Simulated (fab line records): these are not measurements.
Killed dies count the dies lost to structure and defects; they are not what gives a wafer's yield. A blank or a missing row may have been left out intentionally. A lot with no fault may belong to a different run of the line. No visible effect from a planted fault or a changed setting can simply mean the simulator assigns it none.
Problem report in the 8D (eight disciplines) form, filled by code | flow n5_finfet | the parts of the form that need people (team, actions taken, sign-off) are left out

1. THE ISSUE
At N5_FIN_SAQP_ETCH_69, rf_fwd_power_W averages 1354 W over 2 wafers from 2 lots, while fault-free wafers read 845 W, standard deviation 3. So: +99 or more standard deviations from the usual mean.
The step: etches SOC in N2/H2, stops on SiNx, target depth 150 nm.
Earliest sighting: wafer L753.3 on rie_diel-06 at day 6 02:13. The record holds 18 wafers of 6 lots with a number at this step. The rule behind "out" and "out of limits": a value lying over 4 standard deviations away from the usual mean. The rest of the wafers with a number are treated as sound.

2. WHAT IT IS, AND WHAT IT ISN'T
question                    | is                       | is not
which readings at this step | rf_fwd_power_W, rf_vpp_V | drypump_motor_current_A, oes_product_au, showerhead_plenum_p_Torr, throttle_valve_pct
which lots                  | L753, L754               | L738, L739, L746, L760
which wafers of those lots  | L753.3, L754.2           | L753.2, L753.6, L754.1, L754.6
read on which tools         | rie_diel-06              | rie_diel-05
when                        | from day 6 02:13         | up to then (11 sound wafers); but 5 sound wafers of L754, L760 came after

3. SUSPECTS, AND WHAT RULES EACH OUT
Counting: if a tool at a process step up to the reading ran every lot that is out, it stays a suspect. Sound lots after the first of them don't rule it out here, since some wafers of a struck lot are sound.
- ald_sin-04 at N5_FIN_SAQP_SPACER1_ALD_24 (deposits SiO2, target thk 20.3 nm, pulse time 1 s, purge time 2 s): kept. Every lot that is out went through it, the first being L753 (day 6 00:31); the last sound lot it ran before that was L738 (day 2 07:12).
- rie_si-06 at N5_FIN_SAQP_ETCH_65 (etches SiO2 in CF4, target depth 4 nm, time 4.4 s): kept. Every lot that is out went through it, the first being L753 (day 6 01:40); the last sound lot it ran before that was L738 (day 2 08:42).
- vapor_etch-02 at N5_FIN_SAQP_RECESS_63 (chemistry HF/NH3, target SiO2, target depth 18 nm, afs cycles 3, sublimation time 60 s): kept. Every lot that is out went through it, the first being L753 (day 6 01:46); the last sound lot it ran before that was L738 (day 2 08:49).
- rie_diel-06 at N5_FIN_SAQP_ETCH_69 (etches SOC in N2/H2, stops on SiNx, target depth 150 nm): kept. Every lot that is out went through it, the first being L753 (day 6 02:13); the last sound lot it ran before that was L746 (day 4 07:21). Its own rf_fwd_power_W, rf_vpp_V readings are out on those wafers.
- rie_si-06, N5_FIN_SAQP_ETCH_65: wafers that are out in chamber 0, sound lot-mates in chambers 2, 3.
- rie_diel-06, N5_FIN_SAQP_ETCH_69: wafers that are out in chamber 0, sound lot-mates in chambers 1, 2, 3.
Left after counting: ald_sin-04 at N5_FIN_SAQP_SPACER1_ALD_24, rie_si-06 at N5_FIN_SAQP_ETCH_65, vapor_etch-02 at N5_FIN_SAQP_RECESS_63, rie_diel-06 at N5_FIN_SAQP_ETCH_69.

4. THE CAUSE (what the simulator had put in)
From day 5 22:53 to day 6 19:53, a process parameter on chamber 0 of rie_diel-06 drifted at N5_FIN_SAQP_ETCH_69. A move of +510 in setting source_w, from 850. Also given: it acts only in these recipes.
Counting left 4 suspects, and this tool is among them.

5. THE CHAIN OF EFFECTS, in route order
Rows list readings where the struck wafers' mean (over those with a number) sits beyond 3 standard deviations from the usual. Only readings for which the record gives a usual standard deviation are gone through. hours: the time from each lot's start at the first step in this table that gives one to its start at this step, as a median over the lots. sigmas: the change in usual standard deviations.
hours | step                | reading        | usual   | on struck wafers | change | sigmas
0     | N5_FIN_SAQP_ETCH_69 | rf_fwd_power_W | 845 W   | 1354             | +509   | +99 or more
0     | N5_FIN_SAQP_ETCH_69 | rf_vpp_V       | 240.4 V | 203.6            | -36.8  | -25
The process steps in it:
- N5_FIN_SAQP_ETCH_69: etches SOC in N2/H2, stops on SiNx, target depth 150 nm.
At these later measuring or inspecting steps, every struck wafer for which the step has a row has a number for every such reading, and none has moved that far: N5_BEOL_M4_RC_MEAS_101.

6. HOW IT WOULD HAVE BEEN CAUGHT EARLIER
First out-of-limits reading in this record: day 6 02:13, which is 3 hours after fault onset at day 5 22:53.
